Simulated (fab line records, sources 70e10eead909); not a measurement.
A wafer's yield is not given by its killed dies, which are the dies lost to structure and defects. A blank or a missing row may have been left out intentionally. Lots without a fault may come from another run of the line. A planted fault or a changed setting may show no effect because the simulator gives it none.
Which tool was responsible? | flow nand harc | Sampling: 24 lots, 72 wafers, 6 of 1302 route steps

== WHAT EACH GAUGE READ, for each wafer ==
Not one reading of a measure or inspect step in the record can be checked against a usual standard deviation.

== WHICH TOOL RAN EACH LOT (tool, then ch and the chambers of the sampled wafers, then the start) ==
lot  | NHARC_A_CONTACT_ETCH_77                       | NHARC_A_CONTACT_ETCH_126             | NHARC_A_CONTACT_ETCH_129             | NHARC_A_CONTACT_STRIP_82                      | NHARC_A_CONTACT_DEP_85          | NHARC_A_CONTACT_ETCH_31
L074 | rie diel-07 ch 1,2, day 22 17:55 or earlier   | har cap etch-03 ch 0,1, day 22 17:55 | har cap etch-03 ch 0,1, day 22 18:26 | rie diel-07 ch 0,1,3, day 23 01:33 or earlier | pecvd-01 ch 0,1,2, day 23 01:33 | rie diel-07 ch 0,1,3, no start
L075 | rie diel-04 ch 2,3, day 22 18:04 or earlier   | har cap etch-02 ch 0,1, day 22 18:04 | har cap etch-02 ch 0,1, day 22 18:37 | rie diel-07 ch 0,1, day 23 03:13 or earlier   | pecvd-02 ch 1,2, day 23 03:13   | rie diel-13 ch 1,3, no start
L077 | rie diel-07 ch 0,1,2, day 23 01:35 or earlier | har cap etch-01 ch 1, day 23 01:35   | har cap etch-01 ch 1, day 23 02:07   | rie diel-13 ch 0,1, day 23 08:30 or earlier   | pecvd-03 ch 0,1,2, day 23 08:30 | rie diel-07 ch 0,1,2, no start
L076 | rie diel-07 ch 2,3, day 23 10:17 or earlier   | har cap etch-02 ch 0,1, day 23 10:17 | har cap etch-02 ch 0,1, day 23 10:49 | rie diel-07 ch 0,1,3, day 23 15:38 or earlier | pecvd-02 ch 0,1,2, day 23 15:38 | rie diel-07 ch 2,3, no start
L078 | rie diel-13 ch 0,1,3, day 23 11:12 or earlier | har cap etch-03 ch 0,1, day 23 11:12 | har cap etch-03 ch 0,1, day 23 11:54 | rie diel-07 ch 0,1,3, day 23 16:40 or earlier | pecvd-02 ch 1,2, day 23 16:40   | rie diel-13 ch 0,2,3, no start
L079 | rie diel-07 ch 1,2,3, day 23 13:27 or earlier | har cap etch-02 ch 0,1, day 23 13:27 | har cap etch-02 ch 0,1, day 23 14:10 | rie diel-13 ch 1,2,3, day 23 19:28 or earlier | pecvd-03 ch 0,1,2, day 23 19:28 | rie diel-13 ch 1,2,3, no start
L081 | rie diel-07 ch 0,2,3, day 24 16:40 or earlier | har cap etch-02 ch 0,1, day 24 16:40 | har cap etch-02 ch 0,1, day 24 17:11 | rie diel-07 ch 0,1,3, day 24 21:33 or earlier | pecvd-02 ch 1,2, day 24 21:33   | rie diel-07 ch 0,1,2, no start
L080 | rie diel-04 ch 0,3, day 24 20:01 or earlier   | har cap etch-01 ch 1, day 24 20:01   | har cap etch-01 ch 1, day 24 20:32   | rie diel-04 ch 0,1,2, day 25 00:56 or earlier | pecvd-01 ch 0,1,2, day 25 00:56 | rie diel-13 ch 1,2, no start
L082 | rie diel-13 ch 0,2,3, day 25 06:51 or earlier | har cap etch-02 ch 0,1, day 25 06:51 | har cap etch-02 ch 0,1, day 25 07:23 | rie diel-07 ch 0,2,3, day 25 11:51 or earlier | pecvd-02 ch 0,1, day 25 11:51   | rie diel-07 ch 0,1,3, no start
L083 | rie diel-04 ch 1,3, day 25 07:19 or earlier   | har cap etch-01 ch 0,1, day 25 07:19 | har cap etch-01 ch 0,1, day 25 07:51 | rie diel-07 ch 0,3, day 25 13:31 or earlier   | pecvd-01 ch 0,1, day 25 13:31   | rie diel-04 ch 2,3, no start
L084 | rie diel-07 ch 0,1,3, day 26 03:42 or earlier | har cap etch-02 ch 0,1, day 26 03:42 | har cap etch-02 ch 0,1, day 26 04:14 | rie diel-07 ch 0,3, day 26 11:34 or earlier   | pecvd-01 ch 0,2, day 26 11:34   | rie diel-07 ch 1,2, no start
L085 | rie diel-07 ch 2,3, day 26 09:04 or earlier   | har cap etch-03 ch 1, day 26 09:04   | har cap etch-03 ch 1, day 26 09:35   | rie diel-13 ch 2,3, day 26 17:44 or earlier   | pecvd-01 ch 1,2, day 26 17:44   | rie diel-07 ch 0,1,3, no start
L086 | rie diel-07 ch 0,2, day 26 11:11 or earlier   | har cap etch-01 ch 0,1, day 26 11:11 | har cap etch-01 ch 0,1, day 26 11:43 | rie diel-13 ch 0,3, day 26 19:27 or earlier   | pecvd-02 ch 0,1, day 26 19:27   | rie diel-04 ch 1,2, no start
L089 | rie diel-07 ch 0,3, day 27 12:35 or earlier   | har cap etch-02 ch 0,1, day 27 12:35 | har cap etch-02 ch 0,1, day 27 13:07 | rie diel-07 ch 0,1,2, day 27 19:01 or earlier | pecvd-01 ch 1,2, day 27 19:01   | rie diel-04 ch 1,2,3, no start
L088 | rie diel-04 ch 1,2,3, day 27 13:17 or earlier | har cap etch-03 ch 0,1, day 27 13:17 | har cap etch-03 ch 0,1, day 27 13:59 | rie diel-07 ch 0,1, day 27 20:10 or earlier   | pecvd-03 ch 1,2, day 27 20:10   | rie diel-13 ch 1,2, no start
L087 | rie diel-04 ch 0,1,2, day 27 16:46 or earlier | har cap etch-01 ch 0,1, day 27 16:46 | har cap etch-01 ch 0,1, day 27 17:18 | rie diel-07 ch 2,3, day 27 21:55 or earlier   | pecvd-03 ch 0,1,2, day 27 21:55 | rie diel-07 ch 1,3, no start
L092 | rie diel-13 ch 1,3, day 28 18:24 or earlier   | har cap etch-02 ch 0,1, day 28 18:24 | har cap etch-02 ch 0,1, day 28 18:56 | rie diel-04 ch 1,2, day 29 04:11 or earlier   | pecvd-02 ch 0,1,2, day 29 04:11 | rie diel-07 ch 0,1,2, no start
L091 | rie diel-07 ch 0,2,3, day 28 21:47 or earlier | har cap etch-03 ch 0,1, day 28 21:47 | har cap etch-03 ch 0,1, day 28 22:29 | rie diel-07 ch 0,1,3, day 29 07:52 or earlier | pecvd-03 ch 0,2, day 29 07:52   | rie diel-07 ch 1,3, no start
L090 | rie diel-13 ch 0,2, day 28 21:55 or earlier   | har cap etch-01 ch 0,1, day 28 21:55 | har cap etch-01 ch 0,1, day 28 22:26 | rie diel-04 ch 0,2,3, day 29 07:06 or earlier | pecvd-03 ch 0,1, day 29 07:06   | rie diel-13 ch 1,3, no start
L093 | rie diel-07 ch 0,1,3, day 30 00:19 or earlier | har cap etch-03 ch 0,1, day 30 00:19 | har cap etch-03 ch 0,1, day 30 00:50 | rie diel-07 ch 0,1,2, day 30 05:14 or earlier | pecvd-02 ch 0,2, day 30 05:14   | rie diel-04 ch 0,1,3, no start
L094 | rie diel-07 ch 1,3, day 30 07:17 or earlier   | har cap etch-02 ch 0,1, day 30 07:17 | har cap etch-02 ch 0,1, day 30 07:50 | rie diel-07 ch 0,1,3, day 30 12:56 or earlier | pecvd-02 ch 0,2, day 30 12:56   | rie diel-07 ch 0,1,3, no start
L096 | rie diel-07 ch 2,3, day 31 03:18 or earlier   | har cap etch-03 ch 0, day 31 03:18   | har cap etch-03 ch 0, day 31 03:50   | rie diel-13 ch 0,1,2, day 31 08:12 or earlier | pecvd-02 ch 0,2, day 31 08:12   | rie diel-13 ch 1,3, no start
L095 | rie diel-13 ch 0,2,3, day 31 04:43 or earlier | har cap etch-01 ch 0,1, day 31 04:43 | har cap etch-01 ch 0,1, day 31 05:15 | rie diel-04 ch 1,2,3, day 31 11:53 or earlier | pecvd-02 ch 0,1,2, day 31 11:53 | rie diel-07 ch 1,2,3, no start
L097 | rie diel-07 ch 1,2,3, day 31 16:02 or earlier | har cap etch-03 ch 0,1, day 31 16:02 | har cap etch-03 ch 0,1, day 31 16:34 | rie diel-04 ch 0,2,3, day 32 00:20 or earlier | pecvd-03 ch 0,1,2, day 32 00:20 | rie diel-07 ch 0,2,3, no start
- NHARC_A_CONTACT_ETCH_77: etches the open film in CF4/CHF3, target depth 108.9 nm, time 54.5 s.
- NHARC_A_CONTACT_ETCH_126: etches the open film in C4F8/O2/Ar, time 197 s, target depth 1918 nm.
- NHARC_A_CONTACT_ETCH_129: etches the open film in C4F8/O2/Ar, time 197 s, target depth 1918 nm.
- NHARC_A_CONTACT_STRIP_82: strips in O2.
- NHARC_A_CONTACT_DEP_85: deposits SiON, target thk 60 nm.
- NHARC_A_CONTACT_ETCH_31: etches the open film in O2/COS, target depth 2800 nm, time 728 s.

== WHAT THE TOOLS THEMSELVES READ (means of the sampled wafers that have a number; where no wafer has one, the mark that the record gives instead) ==
NHARC_A_CONTACT_ETCH_77. Usual: drypump motor current A 5.4 A, standard deviation 0.53; oes product au 0.939 a.u., standard deviation 0.019; rf vpp V 370.4 V, standard deviation 2.2; showerhead plenum p Torr 1.56 Torr, standard deviation 0.062; throttle valve pct 16.803 %, standard deviation 0.0096.
lot  | tool        | drypump motor current A (A) | oes product au (a.u.) | rf vpp V (V) | showerhead plenum p Torr (Torr) | throttle valve pct (%) | flag
L074 | rie diel-07 | 5.7                         | 0.936                 | 368.6        | 1.50                            | 16.795                 |
L075 | rie diel-04 | 6.2                         | 0.927                 | 372.2        | 1.62                            | 16.794                 |
L077 | rie diel-07 | 5.3                         | 0.961                 | 370.0        | 1.56                            | 16.790                 |
L076 | rie diel-07 | 5.2                         | 0.929                 | 370.9        | 1.56                            | 16.798                 |
L078 | rie diel-13 | 6.1                         | 0.924                 | 370.1        | 1.53                            | 16.804                 |
L079 | rie diel-07 | 5.4                         | 0.942                 | 369.4        | 1.53                            | 16.801                 |
L081 | rie diel-07 | 5.1                         | 0.936                 | 370.3        | 1.59                            | 16.797                 |
L080 | rie diel-04 | 5.3                         | 0.928                 | 371.2        | 1.59                            | 16.803                 |
L082 | rie diel-13 | 5.9                         | 0.929                 | 368.6        | 1.51                            | 16.809                 |
L083 | rie diel-04 | 5.2                         | 0.953                 | 370.1        | 1.54                            | 16.795                 |
L084 | rie diel-07 | 5.2                         | 0.923                 | 369.8        | 1.54                            | 16.798                 |
L085 | rie diel-07 | 5.3                         | 0.934                 | 371.3        | 1.56                            | 16.808                 |
L086 | rie diel-07 | 5.2                         | 0.933                 | 371.7        | 1.59                            | 16.804                 |
L089 | rie diel-07 | 4.9                         | 0.924                 | 370.0        | 1.58                            | 16.795                 |
L088 | rie diel-04 | 5.7                         | 0.928                 | 370.1        | 1.57                            | 16.808                 |
L087 | rie diel-04 | 5.3                         | 0.932                 | 371.5        | 1.60                            | 16.811                 |
L092 | rie diel-13 | 6.3                         | 0.926                 | 369.7        | 1.55                            | 16.804                 |
L091 | rie diel-07 | 5.1                         | 0.980                 | 370.8        | 1.58                            | 16.801                 |
L090 | rie diel-13 | 5.3                         | 0.933                 | 366.5        | 1.47                            | 16.808                 |
L093 | rie diel-07 | 5.2                         | 0.970                 | 372.2        | 1.63                            | 16.807                 |
L094 | rie diel-07 | 5.3                         | 0.934                 | 371.7        | 1.60                            | 16.786                 |
L096 | rie diel-07 | 5.3                         | 0.928                 | 370.5        | 1.56                            | 16.805                 |
L095 | rie diel-13 | 5.9                         | 0.984                 | 368.5        | 1.50                            | 16.817                 |
L097 | rie diel-07 | 5.4                         | 0.928                 | 372.0        | 1.60                            | 16.805                 |

NHARC_A_CONTACT_STRIP_82. Usual: drypump motor current A 5.4 A, standard deviation 0.53; oes product au 1.006 a.u., standard deviation 0.012; rf vpp V 57.7 V, standard deviation 0.83; showerhead plenum p Torr 3.49 Torr, standard deviation 0.14; throttle valve pct 17.036 %, standard deviation 0.0089.
lot  | tool        | drypump motor current A (A) | oes product au (a.u.) | rf vpp V (V) | showerhead plenum p Torr (Torr) | throttle valve pct (%) | flag
L074 | rie diel-07 | 5.2                         | 0.999                 | 57.8         | 3.48                            | 17.041                 |
L075 | rie diel-07 | 5.1                         | 1.000                 | 57.2         | 3.54                            | 17.047                 |
L077 | rie diel-13 | 5.8                         | 1.015                 | 57.5         | 3.39                            | 17.043                 |
L076 | rie diel-07 | 5.3                         | 1.014                 | 57.6         | 3.47                            | 17.037                 |
L078 | rie diel-07 | 5.2                         | 1.012                 | 58.2         | 3.47                            | 17.039                 |
L079 | rie diel-13 | 5.8                         | 1.010                 | 57.3         | 3.43                            | 17.037                 |
L081 | rie diel-07 | 5.2                         | 1.008                 | 57.9         | 3.47                            | 17.045                 |
L080 | rie diel-04 | 5.3                         | 1.004                 | 57.5         | 3.60                            | 17.041                 |
L082 | rie diel-07 | 5.1                         | 1.000                 | 57.3         | 3.56                            | 17.030                 |
L083 | rie diel-07 | 5.0                         | 0.993                 | 58.0         | 3.55                            | 17.032                 |
L084 | rie diel-07 | 5.0                         | 0.996                 | 57.7         | 3.54                            | 17.029                 |
L085 | rie diel-13 | 6.1                         | 1.005                 | 58.6         | 3.42                            | 17.031                 |
L086 | rie diel-13 | 6.4                         | 1.002                 | 57.6         | 3.43                            | 17.038                 |
L089 | rie diel-07 | 5.3                         | 1.005                 | 57.5         | 3.48                            | 17.041                 |
L088 | rie diel-07 | 5.5                         | 1.004                 | 57.2         | 3.39                            | 17.035                 |
L087 | rie diel-07 | 5.2                         | 0.990                 | 57.8         | 3.49                            | 17.035                 |
L092 | rie diel-04 | 5.3                         | 1.007                 | 58.1         | 3.52                            | 17.041                 |
L091 | rie diel-07 | 5.2                         | 1.004                 | 57.6         | 3.65                            | 17.033                 |
L090 | rie diel-04 | 5.7                         | 1.006                 | 58.1         | 3.58                            | 17.041                 |
L093 | rie diel-07 | 5.3                         | 1.004                 | 58.9         | 3.65                            | 17.035                 |
L094 | rie diel-07 | 5.2                         | 1.004                 | 58.8         | 3.64                            | 17.040                 |
L096 | rie diel-13 | 5.6                         | 1.003                 | 57.7         | 3.35                            | 17.030                 |
L095 | rie diel-04 | 5.7                         | 0.999                 | 57.5         | 3.51                            | 17.023                 |
L097 | rie diel-04 | 5.7                         | 0.993                 | 57.6         | 3.57                            | 17.040                 |

NHARC_A_CONTACT_DEP_85. Usual: heater power w 767 W, standard deviation 96.
lot  | tool     | heater power w (W) | flag
L074 | pecvd-01 | 834                |
L075 | pecvd-02 | 795                |
L077 | pecvd-03 | 700                |
L076 | pecvd-02 | 801                |
L078 | pecvd-02 | 835                |
L079 | pecvd-03 | 691                |
L081 | pecvd-02 | 813                |
L080 | pecvd-01 | 869                |
L082 | pecvd-02 | 831                |
L083 | pecvd-01 | 763                |
L084 | pecvd-01 | 806                |
L085 | pecvd-01 | 926                |
L086 | pecvd-02 | 778                |
L089 | pecvd-01 | 906                |
L088 | pecvd-03 | 695                |
L087 | pecvd-03 | 734                |
L092 | pecvd-02 | 745                |
L091 | pecvd-03 | 752                |
L090 | pecvd-03 | 621                |
L093 | pecvd-02 | 761                |
L094 | pecvd-02 | 708                |
L096 | pecvd-02 | 706                |
L095 | pecvd-02 | 778                |
L097 | pecvd-03 | 668                |

NHARC_A_CONTACT_ETCH_31. Usual: drypump motor current A 5.5 A, standard deviation 0.53; oes product au 1.007 a.u., standard deviation 0.011; rf vpp V 313.6 V, standard deviation 2; showerhead plenum p Torr 3.08 Torr, standard deviation 0.13; throttle valve pct 28.330 %, standard deviation 0.0083.
lot  | tool        | drypump motor current A (A) | oes product au (a.u.) | rf vpp V (V) | showerhead plenum p Torr (Torr) | throttle valve pct (%) | flag
L074 | rie diel-07 | 5.2                         | 1.012                 | 313.8        | 3.08                            | 28.330                 |
L075 | rie diel-13 | 6.3                         | 1.002                 | 314.0        | 3.09                            | 28.325                 |
L077 | rie diel-07 | 5.3                         | 1.010                 | 313.7        | 3.08                            | 28.339                 |
L076 | rie diel-07 | 5.3                         | 1.010                 | 313.7        | 3.10                            | 28.329                 |
L078 | rie diel-13 | 5.9                         | 1.008                 | 312.8        | 2.99                            | 28.330                 |
L079 | rie diel-13 | 5.8                         | 1.007                 | 312.5        | 3.03                            | 28.327                 |
L081 | rie diel-07 | 5.3                         | 1.013                 | 313.9        | 3.08                            | 28.333                 |
L080 | rie diel-13 | 5.5                         | 1.012                 | 312.3        | 3.02                            | 28.337                 |
L082 | rie diel-07 | 5.2                         | 1.008                 | 313.3        | 3.07                            | 28.325                 |
L083 | rie diel-04 | 6.2                         | 1.008                 | 315.6        | 3.20                            | 28.327                 |
L084 | rie diel-07 | 5.6                         | 1.011                 | 311.2        | 2.96                            | 28.329                 |
L085 | rie diel-07 | 5.2                         | 1.001                 | 313.7        | 3.07                            | 28.323                 |
L086 | rie diel-04 | 5.8                         | 1.008                 | 315.1        | 3.20                            | 28.336                 |
L089 | rie diel-04 | 5.7                         | 1.010                 | 314.5        | 3.12                            | 28.326                 |
L088 | rie diel-13 | 5.5                         | 1.012                 | 313.3        | 3.01                            | 28.330                 |
L087 | rie diel-07 | 5.3                         | 0.992                 | 311.9        | 3.01                            | 28.333                 |
L092 | rie diel-07 | 5.3                         | 1.005                 | 315.8        | 3.24                            | 28.327                 |
L091 | rie diel-07 | 5.3                         | 1.007                 | 313.9        | 3.18                            | 28.327                 |
L090 | rie diel-13 | 6.3                         | 0.996                 | 313.1        | 3.06                            | 28.325                 |
L093 | rie diel-04 | 5.2                         | 1.004                 | 313.9        | 3.09                            | 28.326                 |
L094 | rie diel-07 | 5.2                         | 1.008                 | 315.5        | 3.22                            | 28.330                 |
L096 | rie diel-13 | 6.3                         | 1.014                 | 313.2        | 3.06                            | 28.341                 |
L095 | rie diel-07 | 5.4                         | 0.999                 | 314.0        | 3.18                            | 28.323                 |
L097 | rie diel-07 | 5.1                         | 1.003                 | 314.2        | 3.13                            | 28.329                 |

== THE ANSWER, worked out from the rows above alone ==
Rule: a lot is off if the mean of its wafers that have a number lies more than 3 standard deviations from the usual mean. A lot without any number at a reading at which 4 lots or more have one is off too. Where the step has rows for the other lots, those lots are counted as sound. The gauges are gone through in route order, then the tools' own readings, and for those a lot's mean is taken as printed above. The first step at which some lot is off is used, and at that step the reading that is off furthest; a lot without a number counts as furthest.
Nothing can be told from this: no lot is off at any reading shown.

== WHAT THE SIMULATOR HAD INSERTED ==
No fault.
